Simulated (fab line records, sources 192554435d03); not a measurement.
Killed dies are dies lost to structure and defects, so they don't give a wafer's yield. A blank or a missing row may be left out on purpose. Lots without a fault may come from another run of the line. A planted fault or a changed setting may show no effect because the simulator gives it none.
A struck lot beside a sound one | flow n5_finfet | 17 steps out of a route of 1938
Sound: wafers L484.1, L484.3, L484.6. Struck: wafer L491.5. (L491.3 of the same lot was not struck and is left out.) The cause comes at the end.
At each step with rows: each side's tool, then ch and its chambers, then its first start. Under that, the readings that differ: sound wafers | struck wafers | difference of the means | sigmas: that difference in standard deviations of wafers without a fault.
alike: readings whose means differ by less than 2 such deviations, and words and numbers that are the same on both sides. not compared: withheld readings, readings that some wafer has no value for, bounds like >300 that may hide the same value, and numbers for which the record gives no deviation and whose values overlap.
The two part at a step that has a row with sigmas, a row that says differs or no value, or rows on one side only. Numbers that don't overlap but have no deviation are shown without sigmas and don't part them. A reading that every wafer of one side lacks parts them only if that side has two wafers or more.

first, 7 steps without rows for these wafers: N5_BEOL_M11_COAT_60 (time 60 s, resist thk 30 nm); N5_BEOL_M11_COAT_05 (resist thk 90 nm); N5_BEOL_M11_EBR_07; N5_BEOL_M11_SOFTBAKE_06 (time 60 s); N5_BEOL_M11_EXPOSE_08 (exposes mask M11); N5_BEOL_M11_PEB_09 (peb time 60 s); N5_BEOL_M11_DEVELOP_10 (develop time 30 s).
N5_BEOL_M11_CD_MEAS_11: target cd 64.1 nm.
  sound on cd_sem-02 ch 0, day 10 15:20; struck on cd_sem-03 ch 0, day 12 12:42
  alike: cd_nm
N5_BEOL_M11_OVL_MEAS_12:
  sound on overlay-02 ch 0, day 10 15:22; struck on overlay-01 ch 0, day 12 12:44
  alike: M11_OVL
N5_BEOL_M11_INSPECT_13: inspects for defects (brightfield).
  sound on defect_inspect-02, day 10 15:23; struck on defect_inspect-02, day 12 12:45
  alike: raw_defect_count
N5_BEOL_M11_DESCUM_16: chemistry O2, time 7.9 s.
  sound on rie_diel-04 ch 0,1, day 10 15:25; struck on rie_diel-04 ch 3, day 12 12:47
  alike: drypump_motor_current_A, oes_product_au, rf_vpp_V, showerhead_plenum_p_Torr, throttle_valve_pct
  not compared: rf_hours_counter_h
N5_BEOL_M11_ETCH_61: etches SiARC in CF4, target depth 39 nm, time 65 s.
  sound on rie_diel-04 ch 0,1, day 10 15:27; struck on rie_diel-04 ch 3, day 12 12:49
  reading                     | sound       | struck | difference | sigmas
  drypump_motor_current_A (A) | 5.1 5.0 5.0 | 6.1    | +1.1       | +2
  alike: bias_w, etch_rf_on_time_s, oes_product_au, rf_vpp_V, showerhead_plenum_p_Torr, throttle_valve_pct
  not compared: rf_hours_counter_h
N5_BEOL_M11_ETCH_62: etches SOC in N2/H2, target depth 110 nm, overetch 22 nm, time 165 s.
  sound on rie_diel-04 ch 0,1, day 10 15:30; struck on rie_diel-04 ch 3, day 12 12:52
  reading                                     | sound          | struck | difference | sigmas
  drypump_motor_current_A (A)                 | 5.1 5.0 5.0    | 6.1    | +1.1       | +2
  model.SiARC_of_BEOL_M11_COAT_60.thk_nm (nm) | 23.2 23.8 23.8 | 22.8   | -0.8       |
  alike: bias_w, h2_flow_sccm, n2_flow_sccm, oes_product_au, rf_vpp_V, showerhead_plenum_p_Torr, throttle_valve_pct
  not compared: rf_hours_counter_h
then, 1 step without rows for these wafers: N5_BEOL_M11_STRIP_68 (strips in N2/H2).
N5_BEOL_M11_STRIP_67: strips in CF4.
  sound on rie_diel-04 ch 0,1, day 10 15:39; struck on rie_diel-04 ch 3, day 12 13:01
  reading                     | sound       | struck | difference | sigmas
  drypump_motor_current_A (A) | 5.1 5.0 5.0 | 6.1    | +1.1       | +2
  alike: oes_product_au, rf_vpp_V, showerhead_plenum_p_Torr, throttle_valve_pct
  not compared: rf_hours_counter_h
N5_BEOL_M11_HM_OPEN_17: chemistry Cl2/BCl3, target TiN, target depth 20 nm, overetch 6 nm.
  sound on rie_metal-01 ch 0, day 10 15:41; struck on rie_metal-03 ch 0, day 12 13:07
  reading                  | sound             | struck | difference | sigmas
  oes_product_au (a.u.)    | 0.68 0.68 0.68    | 0.48   | -0.20      | -2
  throttle_valve_pct (%)   | 22.06 22.06 22.07 | 22.58  | +0.52      | +3
  model.etch.depth_nm (nm) | 20.33 20.23 20.27 | 17.44  | -2.84      |
  alike: bcl3_flow_sccm, bias_w, drypump_motor_current_A
  not compared: rf_hours_counter_h
N5_BEOL_M11_STRIP_19: strips in O2.
  sound on rie_diel-05 ch 2,3, day 10 15:53; struck on rie_diel-05 ch 3, day 12 13:16
  reading      | sound       | struck | difference | sigmas
  rf_vpp_V (V) | 4.4 4.3 3.3 | 2.8    | -1.2       | -2
  alike: drypump_motor_current_A, oes_product_au, showerhead_plenum_p_Torr, throttle_valve_pct
  not compared: rf_hours_counter_h

WHERE THEY PART
First at N5_BEOL_M11_ETCH_61; last, within this record, at N5_BEOL_M11_STRIP_19.

WHY: what the simulator had put in
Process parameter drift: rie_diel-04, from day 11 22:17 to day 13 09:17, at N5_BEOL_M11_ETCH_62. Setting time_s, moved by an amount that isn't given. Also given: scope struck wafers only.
